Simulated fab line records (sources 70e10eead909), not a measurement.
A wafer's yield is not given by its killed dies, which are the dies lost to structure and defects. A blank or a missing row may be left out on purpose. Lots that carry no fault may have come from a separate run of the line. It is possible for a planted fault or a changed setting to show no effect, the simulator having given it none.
fab line records	flow nand-harc
record lots=24	wafers=72	last-day=33
route steps=1302 shown P_ZERO_WELL@67 P_STI@87 P_GATE@190 P_M0@270
lots untouched by any fault: they come from a run of this same line in which no faults occurred
start-h: start of the lot's first displayed wafer, in hours after the record's first day	wait-h: how many hours have passed since the lot's step before this one	" unchanged from the row above	L1.1+2: several wafers, shown together as one row	- no value, or no start was given	* or withheld: withheld	< > ~ a bound
route shown NAME@n: NAME is a module with steps in the file, n the number in the route of the first one	usual: mean/standard deviation of fault-free wafers	same: alike in all rows	chamber/n: place in a boat	sites: readings site by site	_std_site: the values' standard deviation	_edge_site: outer sites' mean less inner sites'	radius-mm: how far each site lies from the wafer's centre	mask NAME#n: copy n	behind: the tool/chamber that last shaped the wafer	hold: why the lot was held/for how many hours/how that ended	device: which transistor (n, p or np) failed to switch	end of line: the route-end tests of the same wafers	for a step that has no rows: nothing shown but its recipe	killed: the dies lost at the first sort to structure and to defects; this is not the yield of the wafer	map: a wafer's dies, marking killed ones x, the rest . and places with no die _
set.NAME: setting as actually run; set.NAME@STEP: the setting as run at that earlier step	model.NAME: the simulator's own value behind a step, which no gauge read
a sample of lots followed through the steps of the route, with each step as a table and each wafer as a row
services: from which hour (start-h, from the record's first day; less than 0 if before it) a tool's chamber was out of use, for how many hours, and why
## steps
# step NHARC_P_ZERO_WELL_RTA_42
# recipe temp-c=1100	time-s=300
# usual lamp-power-pct=35.3/1.8	wafer_temp_C_max=1106.8/2.4
lot.wafer	tool	chamber	start-h	wait-h	lamp-power-pct	wafer_temp_C_max
L074.3	rtp-anneal-01	0	27.11	-	37.2	1107.2
L074.5	"	0	"	"	37.2	1109.5
L074.6	"	0	"	"	37.2	1105.2
L075.1	rtp-anneal-02	0	36.74	-	33.6	1104.3
L075.2	"	0	"	"	33.6	1107.0
L075.5	"	0	"	"	33.7	1106.4
L076.1	rtp-anneal-02	0	47.97	-	33.5	1104.8
L076.3	"	0	"	"	33.6	1106.0
L076.6	"	0	"	"	33.5	1108.5
L077.1	rtp-anneal-02	0	56.65	-	33.7	1104.5
L077.5	"	0	"	"	33.7	1103.5
L077.6	"	0	"	"	33.7	1104.3
L078.2	rtp-anneal-02	0	66.99	-	33.6	1106.0
L078.4	"	0	"	"	33.6	1105.9
L078.5	"	0	"	"	33.6	1105.2
L079.2	rtp-anneal-02	0	76.94	-	33.7	1103.8
L079.3	"	0	"	"	33.6	1105.7
L079.5	"	0	"	"	33.6	1103.6
L080.4	rtp-anneal-02	0	86.94	-	33.7	1106.1
L080.5	"	0	"	"	33.7	1104.8
L080.6	"	0	"	"	33.6	1105.2
L081.1	rtp-anneal-02	0	97.10	-	33.7	1103.7
L081.2	"	0	"	"	33.7	1103.5
L081.3	"	0	"	"	33.6	1104.6
L082.4	rtp-anneal-02	0	107.18	-	33.6	1105.1
L082.5	"	0	"	"	33.6	1105.8
L082.6	"	0	"	"	33.8	1104.6
L083.3	rtp-anneal-02	0	117.37	-	33.6	1105.3
L083.5	"	0	"	"	33.6	1105.2
L083.6	"	0	"	"	33.7	1105.5
L084.2	rtp-anneal-02	0	126.78	-	33.7	1105.3
L084.3	"	0	"	"	33.7	1104.8
L084.6	"	0	"	"	33.7	1106.6
L085.1	rtp-anneal-01	0	137.00	-	37.2	1107.6
L085.4	"	0	"	"	37.2	1107.5
L085.6	"	0	"	"	37.2	1108.8
L086.1	rtp-anneal-01	0	147.32	-	37.2	1110.0
L086.2	"	0	"	"	37.3	1109.7
L086.6	"	0	"	"	37.2	1108.7
L087.1	rtp-anneal-02	0	156.79	-	33.7	1103.5
L087.3	"	0	"	"	33.7	1104.3
L087.4	"	0	"	"	33.7	1105.6
L088.1	rtp-anneal-01	0	166.99	-	37.2	1108.7
L088.2	"	0	"	"	37.2	1107.5
L088.4	"	0	"	"	37.2	1107.6
L089.2	rtp-anneal-01	0	177.01	-	37.2	1109.0
L089.3	"	0	"	"	37.2	1107.6
L089.6	"	0	"	"	37.2	1112.4
L090.3	rtp-anneal-01	0	187.08	-	37.1	1109.1
L090.5	"	0	"	"	37.1	1107.1
L090.6	"	0	"	"	37.2	1109.2
L091.1	rtp-anneal-01	0	197.54	-	37.2	1109.1
L091.4	"	0	"	"	37.2	1110.0
L091.6	"	0	"	"	37.2	1107.0
L092.2	rtp-anneal-01	0	206.97	-	37.2	1112.2
L092.3	"	0	"	"	37.2	1109.3
L092.5	"	0	"	"	37.2	1108.5
L093.1	rtp-anneal-01	0	216.92	-	37.2	1107.6
L093.4	"	0	"	"	37.2	1109.0
L093.5	"	0	"	"	37.1	1109.5
L094.1	rtp-anneal-02	0	228.04	-	33.7	1105.2
L094.3	"	0	"	"	33.7	1107.7
L094.5	"	0	"	"	33.6	1106.2
L095.2	rtp-anneal-01	0	237.15	-	37.2	1107.5
L095.4	"	0	"	"	37.2	1107.9
L095.5	"	0	"	"	37.3	1111.4
L096.1	rtp-anneal-02	0	246.97	-	33.7	1103.7
L096.4	"	0	"	"	33.7	1106.0
L096.5	"	0	"	"	33.7	1106.1
L097.2	rtp-anneal-01	0	257.01	-	37.3	1108.1
L097.3	"	0	"	"	37.2	1107.2
L097.6	"	0	"	"	37.2	1108.6
# step NHARC_P_STI_DESCUM_14
# recipe time-s=3	o2-flow-sccm=200	ar-flow-sccm=0	bias-power-w=0	chemistry=O2
# usual drypump-motor-current-A=5.9/0.44	oes-product-au=0.998/0.012	rf-vpp-V=57.8/0.79	showerhead-plenum-p-Torr=1.89/0.06	throttle-valve-pct=11.311/0.0085
lot.wafer	tool	chamber	start-h	wait-h	drypump-motor-current-A	oes-product-au	rf-hours-counter-h	rf-vpp-V	showerhead-plenum-p-Torr	throttle-valve-pct
L074.3	rie-diel-06	2	44.65	-	6.3	1.009	4	57.2	1.81	11.321
L074.6	"	1	"	"	6.2	1.019	-	57.7	1.90	11.301
L074.5	"	2	"	"	6.3	1.005	-	56.9	1.81	11.313
L075.2	rie-diel-10	0	54.10	-	6.0	0.987	11	57.9	1.94	11.302
L075.1	"	2	"	"	5.0	1.012	12	57.1	1.84	11.328
L075.5	"	0	"	"	6.0	0.990	-	58.2	1.94	11.325
L076.1	rie-diel-06	0	63.97	-	6.0	0.990	4	56.9	1.94	11.316
L076.3	"	1	"	"	6.2	1.019	4	57.7	1.90	11.314
L076.6	"	3	"	"	6.2	1.005	-	57.7	1.98	11.300
L077.1	rie-diel-10	2	76.00	-	5.0	0.993	0	59.5	1.84	11.307
L077.5	"	1	"	"	5.7	0.984	-	57.3	1.86	11.307
L077.6	"	2	"	"	5.0	0.985	-	58.5	1.84	11.316
L078.4	rie-diel-06	3	82.56	-	6.3	0.994	4	58.5	1.98	11.309
L078.2	"	0	"	"	6.0	0.989	6	58.2	1.94	11.305
L078.5	"	2	"	"	6.2	0.999	-	56.6	1.81	11.303
L079.3	rie-diel-10	1	93.39	-	5.6	1.010	2	57.0	1.86	11.308
L079.2	"	2	"	"	5.0	0.996	2	57.3	1.84	11.316
L079.5	"	2	"	"	5.0	0.991	-	57.6	1.83	11.316
L080.4	rie-diel-07	2	103.83	-	6.5	1.003	11	57.3	2.02	11.316
L080.5	"	1	"	"	6.2	0.966	-	57.7	1.82	11.321
L080.6	"	2	"	"	6.5	1.005	-	57.9	2.02	11.305
L081.2	rie-diel-07	3	116.71	-	5.4	1.008	10	58.9	1.93	11.295
L081.1	"	0	"	"	5.9	0.974	9	56.6	1.92	11.309
L081.3	"	2	"	"	6.5	1.008	12	59.2	2.02	11.298
L082.4	rie-diel-06	1	125.18	-	6.2	1.028	8	56.6	1.90	11.313
L082.5	"	2	"	"	6.2	0.993	-	57.9	1.81	11.309
L082.6	"	3	"	"	6.3	1.007	-	56.7	1.97	11.323
L083.3	rie-diel-10	3	136.35	-	6.3	0.999	4	58.2	1.86	11.309
L083.6	"	1	"	"	5.6	1.001	-	57.7	1.86	11.304
L083.5	"	2	"	"	4.9	0.992	-	58.4	1.83	11.319
L084.3	rie-diel-10	3	145.57	-	6.4	1.007	5	57.2	1.86	11.310
L084.2	"	0	"	"	6.0	1.010	7	59.0	1.94	11.303
L084.6	"	2	"	"	5.0	0.994	-	58.3	1.83	11.298
L085.1	rie-diel-07	3	155.47	-	5.4	0.999	1	57.7	1.93	11.313
L085.4	"	0	"	"	5.9	1.000	1	59.3	1.92	11.314
L085.6	"	3	"	"	5.4	0.998	-	56.8	1.93	11.322
L086.1	rie-diel-07	1	163.47	-	6.2	1.014	2	58.3	1.81	11.314
L086.2	"	2	"	"	6.5	1.026	2	58.9	2.02	11.315
L086.6	"	0	"	"	5.9	0.999	-	59.1	1.92	11.302
L087.1	rie-diel-10	0	175.32	-	6.1	0.989	10	57.0	1.94	11.310
L087.4	"	1	"	"	5.6	1.005	9	57.4	1.86	11.318
L087.3	"	3	"	"	6.4	1.001	9	57.9	1.86	11.308
L088.2	rie-diel-06	3	184.21	-	6.3	1.012	3	57.8	1.97	11.313
L088.4	"	0	"	"	6.0	0.989	1	58.4	1.94	11.315
L088.1	"	2	"	"	6.3	0.994	3	58.4	1.81	11.325
L089.2	rie-diel-10	2	195.42	-	5.0	0.999	11	58.6	1.83	11.305
L089.3	"	3	"	"	6.3	0.999	10	56.9	1.86	11.327
L089.6	"	3	"	"	6.3	0.995	-	58.9	1.86	11.312
L090.3	rie-diel-06	3	202.94	-	6.3	1.006	4	59.3	1.97	11.307
L090.5	"	3	"	"	6.2	0.992	-	57.8	1.97	11.318
L090.6	"	0	"	"	6.0	0.987	-	57.9	1.94	11.319
L091.1	rie-diel-06	0	214.44	-	6.0	0.993	3	58.2	1.94	11.308
L091.4	"	2	"	"	6.3	0.995	5	55.8	1.81	11.305
L091.6	"	1	"	"	6.2	0.995	-	57.7	1.90	11.312
L092.2	rie-diel-10	0	224.94	-	6.1	1.004	12	57.9	1.94	11.293
L092.3	"	1	"	"	5.6	1.003	13	57.9	1.85	11.318
L092.5	"	3	"	"	6.3	0.998	-	56.7	1.85	11.318
L093.1	rie-diel-06	3	235.12	-	6.3	0.987	6	58.4	1.97	11.321
L093.4	"	1	"	"	6.2	0.985	6	58.1	1.90	11.329
L093.5	"	3	"	"	6.3	0.988	-	58.1	1.97	11.315
L094.1	rie-diel-06	2	246.33	-	6.3	0.989	6	58.1	1.81	11.319
L094.3	"	3	"	"	6.2	1.001	6	56.7	1.97	11.308
L094.5	"	2	"	"	6.2	0.991	-	57.5	1.81	11.299
L095.2	rie-diel-10	0	255.49	-	6.0	1.014	0	57.4	1.94	11.303
L095.4	"	3	"	"	6.3	1.004	0	57.2	1.85	11.308
L095.5	"	1	"	"	5.6	0.987	-	56.9	1.85	11.317
L096.1	rie-diel-10	2	262.78	-	4.9	1.020	2	57.2	1.83	11.315
L096.4	"	0	"	"	6.1	1.006	1	57.8	1.94	11.305
L096.5	"	3	"	"	6.3	0.993	-	57.1	1.85	11.320
L097.2	rie-diel-07	0	273.90	-	5.9	1.002	9	58.3	1.92	11.313
L097.3	"	2	"	"	6.4	1.021	7	58.3	2.02	11.319
L097.6	"	0	"	"	5.9	0.984	-	57.6	1.92	11.314
# step NHARC_P_STI_CMP_21
# recipe t-overpolish-s=20	target-thk-nm=380.67
# usual motor-current-A=12.5/0.91	overpolish-run-s=20.000/0.0095
lot.wafer	tool	chamber	start-h	wait-h	motor-current-A	overpolish-run-s
L074.3	cmp-02	0	63.13	0.4	11.7	20.004
L074.6	"	2	"	"	11.7	19.999
L074.5	"	3	"	"	12.2	19.999
L075.1	cmp-02	0	72.64	0.4	11.4	20.007
L075.2	"	1	"	"	14.4	20.003
L075.5	"	1	"	"	13.4	20.004
L076.3	cmp-02	3	84.15	0.4	12.4	19.985
L076.1	"	0	"	"	11.1	20.005
L076.6	"	3	"	"	11.7	19.991
L077.1	cmp-02	3	94.08	0.4	12.7	20.000
L077.5	"	2	"	"	11.9	19.984
L077.6	"	3	"	"	13.3	19.990
L078.2	cmp-02	0	100.91	0.4	12.6	19.982
L078.4	"	3	"	"	12.2	19.993
L078.5	"	1	"	"	13.3	20.015
L079.2	cmp-01	1	112.40	0.4	12.5	20.016
L079.3	"	2	"	"	14.3	20.000
L079.5	"	1	"	"	12.7	19.991
L080.4	cmp-04	2	125.46	0.4	11.6	20.019
L080.5	"	0	"	"	11.6	19.990
L080.6	"	1	"	"	12.3	19.996
L082.4	cmp-04	3	140.84	0.4	13.1	20.001
L082.6	"	3	"	"	13.3	19.993
L082.5	"	0	"	"	11.1	19.990
L081.1	cmp-02	2	140.86	0.4	12.2	20.009
L081.2	"	3	"	"	12.5	20.011
L081.3	"	0	"	"	11.7	19.997
L083.3	cmp-01	0	160.55	0.4	12.2	19.986
L083.6	"	1	"	"	12.6	19.998
L083.5	"	2	"	"	14.0	19.980
L084.3	cmp-04	3	164.42	0.4	12.5	19.991
L084.2	"	0	"	"	11.3	19.989
L084.6	"	3	"	"	13.5	19.991
L085.1	cmp-01	3	174.26	0.4	11.6	19.994
L085.4	"	0	"	"	12.4	19.990
L085.6	"	1	"	"	12.2	20.007
L086.1	cmp-01	3	181.68	0.4	12.0	20.012
L086.2	"	0	"	"	12.7	19.996
L086.6	"	2	"	"	13.3	19.997
L088.1	cmp-04	0	206.61	0.4	11.3	20.010
L088.2	"	2	"	"	10.9	20.007
L088.4	"	3	"	"	13.1	20.003
L087.4	cmp-01	2	206.61	0.4	14.4	20.012
L087.1	"	3	"	"	12.5	20.004
L087.3	"	0	"	"	12.7	19.998
L089.3	cmp-01	3	213.93	0.4	12.6	19.993
L089.2	"	0	"	"	12.8	19.990
L089.6	"	3	"	"	12.2	19.990
L090.3	cmp-01	1	222.25	0.4	11.8	20.010
L090.5	"	2	"	"	14.6	19.998
L090.6	"	3	"	"	11.9	19.997
L091.4	cmp-01	3	233.34	0.4	11.6	20.002
L091.1	"	0	"	"	12.6	20.011
L091.6	"	3	"	"	11.4	20.008
L092.2	cmp-02	0	243.82	0.4	11.8	19.996
L092.3	"	1	"	"	13.6	20.004
L092.5	"	3	"	"	12.5	20.011
L093.4	cmp-02	3	253.78	0.4	12.2	20.001
L093.1	"	0	"	"	11.9	19.994
L093.5	"	1	"	"	13.8	20.003
L094.3	cmp-02	2	264.18	0.4	12.5	19.999
L094.1	"	0	"	"	12.0	19.982
L094.5	"	1	"	"	13.3	19.995
L095.4	cmp-02	3	275.61	0.4	11.8	20.010
L095.2	"	0	"	"	11.1	20.008
L095.5	"	2	"	"	12.0	20.006
L096.1	cmp-01	3	283.19	0.4	11.9	19.998
L096.4	"	0	"	"	12.4	20.001
L096.5	"	2	"	"	14.5	20.000
L097.2	cmp-02	1	293.03	0.4	13.2	19.996
L097.3	"	2	"	"	12.0	20.012
L097.6	"	1	"	"	13.7	19.983
# step NHARC_P_STI_INSPECT_25
# usual raw-defect-count=238/84
lot.wafer	tool	chamber	start-h	wait-h	raw-defect-count
L074.3	defect-inspect-01	-	71.11	0.4	233
L074.5	"	-	"	"	292
L074.6	"	-	"	"	258
L075.1	defect-inspect-01	-	82.14	0.4	296
L075.2	"	-	"	"	246
L075.5	"	-	"	"	357
L076.1	defect-inspect-02	-	92.60	0.4	334
L076.3	"	-	"	"	517
L076.6	"	-	"	"	370
L077.1	defect-inspect-02	-	103.85	0.4	316
L077.5	"	-	"	"	471
L077.6	"	-	"	"	305
L078.2	defect-inspect-01	-	108.71	0.4	163
L078.4	"	-	"	"	251
L078.5	"	-	"	"	346
L079.2	defect-inspect-02	-	121.49	0.4	191
L079.3	"	-	"	"	283
L079.5	"	-	"	"	266
L080.4	defect-inspect-02	-	133.36	0.4	202
L080.5	"	-	"	"	274
L080.6	"	-	"	"	169
L081.1	defect-inspect-01	-	151.21	0.4	173
L081.2	"	-	"	"	192
L081.3	"	-	"	"	160
L082.4	defect-inspect-02	-	151.21	0.4	191
L082.5	"	-	"	"	209
L082.6	"	-	"	"	197
L084.2	defect-inspect-01	-	171.47	0.4	171
L084.3	"	-	"	"	177
L084.6	"	-	"	"	278
L083.3	defect-inspect-02	-	171.47	0.4	292
L083.5	"	-	"	"	218
L083.6	"	-	"	"	305
L085.1	defect-inspect-01	-	182.10	0.4	137
L085.4	"	-	"	"	161
L085.6	"	-	"	"	205
L086.1	defect-inspect-02	-	191.66	0.4	326
L086.2	"	-	"	"	157
L086.6	"	-	"	"	209
L088.1	defect-inspect-02	-	214.59	0.4	169
L088.2	"	-	"	"	117
L088.4	"	-	"	"	168
L087.1	defect-inspect-01	-	214.61	0.4	168
L087.3	"	-	"	"	105
L087.4	"	-	"	"	196
L089.2	defect-inspect-02	-	222.38	0.4	428
L089.3	"	-	"	"	233
L089.6	"	-	"	"	141
L090.3	defect-inspect-01	-	230.69	0.4	250
L090.5	"	-	"	"	198
L090.6	"	-	"	"	256
L091.1	defect-inspect-02	-	242.12	0.4	155
L091.4	"	-	"	"	220
L091.6	"	-	"	"	134
L092.2	defect-inspect-02	-	251.74	0.4	222
L092.3	"	-	"	"	319
L092.5	"	-	"	"	195
L093.1	defect-inspect-02	-	261.48	0.4	133
L093.4	"	-	"	"	210
L093.5	"	-	"	"	180
L094.1	defect-inspect-02	-	273.17	0.4	115
L094.3	"	-	"	"	321
L094.5	"	-	"	"	171
L095.2	defect-inspect-01	-	286.89	0.4	202
L095.4	"	-	"	"	319
L095.5	"	-	"	"	311
L096.1	defect-inspect-02	-	291.53	0.4	255
L096.4	"	-	"	"	244
L096.5	"	-	"	"	357
L097.2	defect-inspect-01	-	300.89	0.4	137
L097.3	"	-	"	"	254
L097.6	"	-	"	"	117
# step NHARC_P_GATE_STRIP_76
# recipe power-w=1500	temp-c=250	chemistry=O2
# usual drypump-motor-current-A=5.9/0.4	heater-power-w=325/35
lot.wafer	tool	chamber	start-h	wait-h	drypump-motor-current-A	heater-power-w	rf-hours-counter-h
L074.3	plasma-asher-02	1	110.57	0.1	5.5	320	-
L074.5	"	0	"	"	6.5	362	-
L074.6	"	1	"	"	5.5	316	-
L075.2	plasma-asher-01	1	123.11	0.2	5.6	274	30
L075.1	"	0	"	"	5.9	338	30
L075.5	"	0	"	"	5.9	339	-
L076.1	plasma-asher-02	0	135.89	0.2	6.5	361	11
L076.3	"	0	"	"	6.5	363	-
L076.6	"	0	"	"	6.5	355	-
L077.1	plasma-asher-01	1	146.02	0.2	5.6	270	34
L077.6	"	1	"	"	5.6	275	-
L077.5	"	0	"	"	6.0	341	-
L078.2	plasma-asher-02	0	149.10	0.2	6.5	362	14
L078.4	"	1	"	"	5.5	313	-
L078.5	"	1	"	"	5.5	310	-
L079.2	plasma-asher-01	1	158.49	0.2	5.6	266	37
L079.3	"	0	"	"	5.9	339	-
L079.5	"	1	"	"	5.6	273	-
L080.4	plasma-asher-02	1	174.46	0.2	5.5	315	-
L080.6	"	1	"	"	5.5	308	-
L080.5	"	0	"	"	6.5	352	-
L081.2	plasma-asher-01	0	190.52	0.2	5.9	333	4
L081.1	"	1	"	"	5.6	287	4
L081.3	"	0	"	"	6.0	342	-
L082.4	plasma-asher-02	0	190.96	0.2	6.5	352	-
L082.6	"	0	"	"	6.5	357	-
L082.5	"	1	"	"	5.5	312	-
L084.2	plasma-asher-02	1	208.97	0.2	5.5	315	28
L084.3	"	1	"	"	5.5	312	-
L084.6	"	0	"	"	6.5	355	-
L083.3	plasma-asher-02	1	210.33	0.1	5.5	311	-
L083.6	"	0	"	"	6.5	354	-
L083.5	"	1	"	"	5.5	321	-
L085.1	plasma-asher-02	1	219.05	0.2	5.5	324	31
L085.4	"	0	"	"	6.5	358	-
L085.6	"	0	"	"	6.5	358	-
L086.1	plasma-asher-01	1	230.51	0.2	5.6	274	11
L086.2	"	0	"	"	5.9	330	11
L086.6	"	1	"	"	5.6	285	-
L088.2	plasma-asher-01	0	252.59	0.2	5.9	341	16
L088.1	"	1	"	"	5.6	284	16
L088.4	"	1	"	"	5.6	281	-
L087.1	plasma-asher-01	0	253.50	0.2	5.9	341	17
L087.3	"	0	"	"	5.9	340	-
L087.4	"	1	"	"	5.6	282	-
L089.2	plasma-asher-01	1	259.87	0.2	5.6	278	20
L089.3	"	0	"	"	5.9	345	-
L089.6	"	0	"	"	5.9	347	-
L090.3	plasma-asher-01	0	274.64	0.1	5.9	347	-
L090.5	"	1	"	"	5.6	283	-
L090.6	"	0	"	"	5.9	345	-
L091.1	plasma-asher-01	1	282.29	0.2	5.6	274	23
L091.4	"	1	"	"	5.6	286	-
L091.6	"	1	"	"	5.6	270	-
L092.2	plasma-asher-02	0	289.86	0.2	6.5	381	6
L092.3	"	0	"	"	6.5	387	-
L092.5	"	1	"	"	5.5	307	-
L093.1	plasma-asher-02	1	298.60	0.2	5.5	307	8
L093.4	"	1	"	"	5.5	299	-
L093.5	"	0	"	"	6.5	389	-
L094.1	plasma-asher-01	1	311.06	0.2	5.6	280	28
L094.3	"	1	"	"	5.6	279	-
L094.5	"	0	"	"	6.0	338	-
L095.2	plasma-asher-02	1	326.34	0.2	5.5	302	14
L095.4	"	1	"	"	5.5	301	-
L095.5	"	0	"	"	6.4	381	-
L096.1	plasma-asher-02	1	332.60	0.2	5.5	302	17
L096.4	"	1	"	"	5.5	301	-
L096.5	"	0	"	"	6.5	396	-
L097.2	plasma-asher-02	1	342.12	0.2	5.5	297	18
L097.3	"	1	"	"	5.5	297	-
L097.6	"	1	"	"	5.5	295	-
# step NHARC_P_M0_STRIP_18
# recipe power-w=1000	n2-flow-sccm=150	h2-flow-sccm=150	ar-flow-sccm=0	bias-w=0	chemistry=N2/H2
# usual drypump-motor-current-A=5.8/0.5	oes-product-au=0.999/0.013	rf-vpp-V=90.3/1	showerhead-plenum-p-Torr=1.97/0.08	throttle-valve-pct=14.172/0.0086
lot.wafer	tool	chamber	start-h	wait-h	drypump-motor-current-A	oes-product-au	rf-hours-counter-h	rf-vpp-V	showerhead-plenum-p-Torr	throttle-valve-pct
L074.3	rie-diel-12	0	121.00	0.1	5.6	1.003	6	91.9	2.10	14.168
L074.6	"	2	"	"	6.0	1.019	-	89.9	1.89	14.158
L074.5	"	3	"	"	5.0	1.002	-	90.1	2.09	14.169
L075.1	rie-diel-02	0	133.36	0.1	6.1	1.000	29	91.5	2.06	14.193
L075.2	"	1	"	"	6.0	1.011	27	92.2	2.09	14.171
L075.5	"	0	"	"	6.1	1.001	-	90.7	2.06	14.162
L076.1	rie-diel-13	2	146.09	0.1	6.4	0.992	30	91.1	1.98	14.168
L076.3	"	1	"	"	6.2	1.004	31	90.0	1.90	14.167
L076.6	"	0	"	"	5.0	1.005	-	91.5	1.90	14.169
L077.1	rie-diel-13	1	156.54	0.1	6.2	1.001	33	90.3	1.90	14.168
L077.6	"	3	"	"	5.5	1.003	-	91.2	1.96	14.172
L077.5	"	0	"	"	5.0	1.013	-	89.5	1.90	14.175
L078.4	rie-diel-02	1	159.51	0.1	6.0	1.012	37	91.3	2.09	14.152
L078.2	"	0	"	"	6.1	0.992	39	90.7	2.06	14.176
L078.5	"	1	"	"	6.0	1.013	-	91.4	2.09	14.177
L079.2	rie-diel-12	2	168.71	0.1	6.0	0.991	26	87.7	1.88	14.186
L079.3	"	1	"	"	5.5	0.992	23	90.5	1.96	14.178
L079.5	"	3	"	"	5.1	1.010	-	89.2	2.08	14.171
L080.6	rie-diel-02	3	184.79	0.2	5.2	1.014	-	90.1	1.94	14.157
L080.5	"	0	"	"	6.1	0.988	-	91.9	2.06	14.166
L080.4	"	2	"	"	5.7	1.009	-	89.8	1.94	14.186
L081.2	rie-diel-13	3	200.84	0.1	5.5	1.008	4	90.3	1.96	14.159
L081.1	"	1	"	"	6.2	0.976	5	89.4	1.90	14.160
L081.3	"	2	"	"	6.4	0.996	5	89.7	1.97	14.165
L082.4	rie-diel-13	0	201.30	0.1	5.0	1.004	5	90.2	1.90	14.161
L082.6	"	3	"	"	5.5	1.005	-	90.4	1.96	14.143
L082.5	"	0	"	"	5.0	0.999	-	91.2	1.90	14.181
L084.2	rie-diel-13	0	219.58	0.1	5.0	1.003	7	90.0	1.90	14.162
L084.3	"	3	"	"	5.5	1.015	7	89.5	1.95	14.168
L084.6	"	0	"	"	5.0	1.002	-	90.0	1.90	14.164
L083.3	rie-diel-12	3	220.73	0.1	5.1	1.010	43	90.8	2.08	14.177
L083.6	"	0	"	"	5.6	0.995	-	91.4	2.09	14.178
L083.5	"	2	"	"	6.0	0.996	-	89.6	1.88	14.177
L085.4	rie-diel-13	2	229.65	0.1	6.4	0.996	10	89.0	1.97	14.181
L085.1	"	0	"	"	5.0	1.015	11	89.0	1.90	14.184
L085.6	"	1	"	"	6.3	0.982	-	90.9	1.90	14.165
L086.2	rie-diel-12	3	241.13	0.1	5.1	1.013	52	90.8	2.07	14.173
L086.1	"	0	"	"	5.6	1.003	46	91.4	2.08	14.167
L086.6	"	3	"	"	5.1	1.013	-	91.4	2.07	14.174
L088.2	rie-diel-13	3	263.22	0.1	5.5	1.016	16	91.2	1.95	14.176
L088.1	"	1	"	"	6.2	0.976	18	89.7	1.89	14.179
L088.4	"	3	"	"	5.5	1.004	-	90.8	1.95	14.175
L087.1	rie-diel-13	1	264.28	0.1	6.2	0.984	18	89.3	1.89	14.171
L087.3	"	2	"	"	6.4	0.983	16	91.3	1.97	14.178
L087.4	"	3	"	"	5.6	1.003	-	90.0	1.95	14.168
L089.3	rie-diel-13	3	270.40	0.1	5.5	1.011	18	89.9	1.95	14.156
L089.2	"	0	"	"	5.0	1.014	12	89.1	1.90	14.168
L089.6	"	2	"	"	6.4	1.000	-	91.2	1.97	14.173
L090.3	rie-diel-13	0	284.94	0.1	5.0	0.994	15	88.5	1.90	14.182
L090.6	"	0	"	"	5.0	0.998	-	88.7	1.90	14.167
L090.5	"	1	"	"	6.2	0.971	-	90.2	1.89	14.172
L091.1	rie-diel-13	1	292.95	0.1	6.2	0.988	23	91.2	1.89	14.167
L091.4	"	2	"	"	6.4	0.993	22	89.0	1.97	14.170
L091.6	"	2	"	"	6.4	0.994	-	90.2	1.97	14.176
L092.3	rie-diel-12	3	300.53	0.1	5.1	1.008	6	94.0	2.07	14.178
L092.2	"	0	"	"	5.6	1.001	7	91.4	2.08	14.173
L092.5	"	2	"	"	6.0	1.006	-	91.1	2.22	14.181
L093.1	rie-diel-13	1	309.11	0.3	6.3	0.969	25	89.1	1.89	14.171
L093.4	"	3	"	"	5.5	1.009	26	88.5	1.95	14.165
L093.5	"	1	"	"	6.2	0.981	-	89.5	1.89	14.177
L094.1	rie-diel-13	2	321.76	0.1	6.4	0.984	27	90.2	1.97	14.169
L094.3	"	0	"	"	5.0	1.006	21	90.9	1.90	14.180
L094.5	"	2	"	"	6.4	0.984	-	89.7	1.97	14.165
L095.2	rie-diel-12	2	336.66	0.1	6.0	0.997	22	91.3	2.21	14.183
L095.4	"	0	"	"	5.6	1.006	19	91.6	2.07	14.155
L095.5	"	2	"	"	6.0	0.996	-	89.7	2.21	14.170
L096.1	rie-diel-02	2	343.05	0.1	5.7	1.024	38	90.3	1.92	14.175
L096.4	"	3	"	"	5.2	1.007	41	91.7	1.92	14.154
L096.5	"	2	"	"	5.7	1.018	-	89.7	1.92	14.168
L097.2	rie-diel-13	1	354.50	0.1	6.2	0.986	2	89.3	1.89	14.163
L097.3	"	2	"	"	6.5	0.976	2	88.4	1.96	14.181
L097.6	"	2	"	"	6.5	0.967	-	90.8	1.96	14.174
## services
tool	chamber	start-h	hours	kind
rtp-anneal-02	-	12.00	12.0	pm
cmp-02	-	19.01	1.5	repair
plasma-asher-02	-	29.61	12.8	repair
cmp-02	-	38.20	4.0	pm
rie-diel-10	-	65.50	9.0	pm
plasma-asher-02	-	72.28	9.0	pm
rie-diel-13	2	74.14	14.4	repair
rie-diel-10	-	82.25	0.9	repair
rtp-anneal-02	-	109.91	1.6	repair
rie-diel-13	3	132.21	16.0	repair
cmp-02	-	136.20	4.0	pm
rie-diel-13	-	165.00	9.0	pm
plasma-asher-01	-	165.18	9.0	pm
plasma-asher-01	-	201.69	5.4	repair
rie-diel-13	2	222.53	4.4	repair
rie-diel-13	0	231.29	34.5	repair
cmp-02	-	234.20	4.0	pm
plasma-asher-02	-	249.28	9.0	pm
cmp-02	-	276.75	0.6	repair
plasma-asher-01	-	297.08	2.4	repair
cmp-02	-	327.19	2.7	repair
cmp-02	-	332.20	4.0	pm
rie-diel-13	-	342.01	9.0	pm
plasma-asher-01	-	342.28	9.0	pm
## key
fault none
